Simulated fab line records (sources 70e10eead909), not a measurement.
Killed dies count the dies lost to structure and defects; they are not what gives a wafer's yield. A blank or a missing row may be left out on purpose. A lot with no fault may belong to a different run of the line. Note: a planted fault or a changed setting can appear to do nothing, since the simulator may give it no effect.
Chamber matching + flow nandHarc + 4 sister chambers for NHARC_A_BLC_STRIP_21 on rieDiel-02
The step strips in O2. 14 wafers are shown with their chamber, then 7 later ones without.

== WAFERS WITH THEIR CHAMBER ==
| wafer  | chamber | showerheadPlenumPTorr (Torr) | drypumpMotorCurrentA (A) | rfVppV (V) |
|--------|---------|------------------------------|--------------------------|------------|
| L771.2 | 3       | 3.58                         | 5.4                      | 57.3       |
| L771.3 | 1       | 3.65                         | 5.6                      | 58.7       |
| L771.6 | 0       | 3.31                         | 5.1                      | 57.0       |
| L772.2 | 2       | 3.38                         | 5.9                      | 57.5       |
| L772.5 | 3       | 3.58                         | 5.4                      | 57.4       |
| L772.6 | 0       | 3.31                         | 5.1                      | 55.9       |
| L778.1 | 1       | 3.65                         | 5.6                      | 57.8       |
| L778.2 | 0       | 3.30                         | 5.1                      | 56.2       |
| L778.6 | 3       | 3.58                         | 5.4                      | 57.8       |
| L781.1 | 3       | 3.58                         | 5.4                      | 58.3       |
| L781.2 | 1       | 3.65                         | 5.5                      | 58.3       |
| L781.6 | 2       | 3.38                         | 5.9                      | 57.2       |
| L784.3 | 3       | 3.58                         | 5.4                      | 57.8       |
| L784.4 | 0       | 3.30                         | 5.1                      | 56.6       |

SIGNATURES, as means of the wafers listed above
| reading               | chamber 0 | chamber 1 | chamber 2 | chamber 3 | scatter within a chamber |
|-----------------------|-----------|-----------|-----------|-----------|--------------------------|
| showerheadPlenumPTorr | 3.3050    | 3.6500    | 3.3800    | 3.5800    | 0.00316                  |
| drypumpMotorCurrentA  | 5.100     | 5.567     | 5.900     | 5.400     | 0.0258                   |
| rfVppV                | 56.425    | 58.267    | 57.350    | 57.720    | 0.42                     |
Rule: a wafer's distance from a chamber is the root of the sum, over the readings, of the square of ((its reading less the chamber's mean) divided by the reading's scatter). If the next closest chamber is less than 2 further off than the closest, the wafer can't be placed; otherwise it belongs to the closest. The scatter: the root of (the sum of the squares of (reading less its chamber's mean) over the shown wafers, divided by (wafers less chambers)).

== WAFERS WITHOUT THEIR CHAMBER ==
| wafer  | showerheadPlenumPTorr (Torr) | drypumpMotorCurrentA (A) | rfVppV (V) |
|--------|------------------------------|--------------------------|------------|
| L784.5 | 3.65                         | 5.6                      | 58.1       |
| L791.4 | 3.30                         | 5.1                      | 59.0       |
| L791.5 | 3.37                         | 5.9                      | 56.9       |
| L791.6 | 3.64                         | 5.6                      | 57.9       |
| L793.4 | 3.37                         | 5.9                      | 57.6       |
| L793.5 | 3.37                         | 5.9                      | 58.1       |
| L793.6 | 3.64                         | 5.5                      | 57.4       |

== THE CHAMBER EACH PASSED THROUGH ==
| wafer  | from the rows above | in truth |
|--------|---------------------|----------|
| L784.5 | 1                   | 1        |
| L791.4 | 0                   | 0        |
| L791.5 | 2                   | 2        |
| L791.6 | 1                   | 1        |
| L793.4 | 2                   | 2        |
| L793.5 | 2                   | 2        |
| L793.6 | 1                   | 1        |
Placed correctly: 7 of 7. From these rows, 0 cannot be placed. 0 placed wrongly.
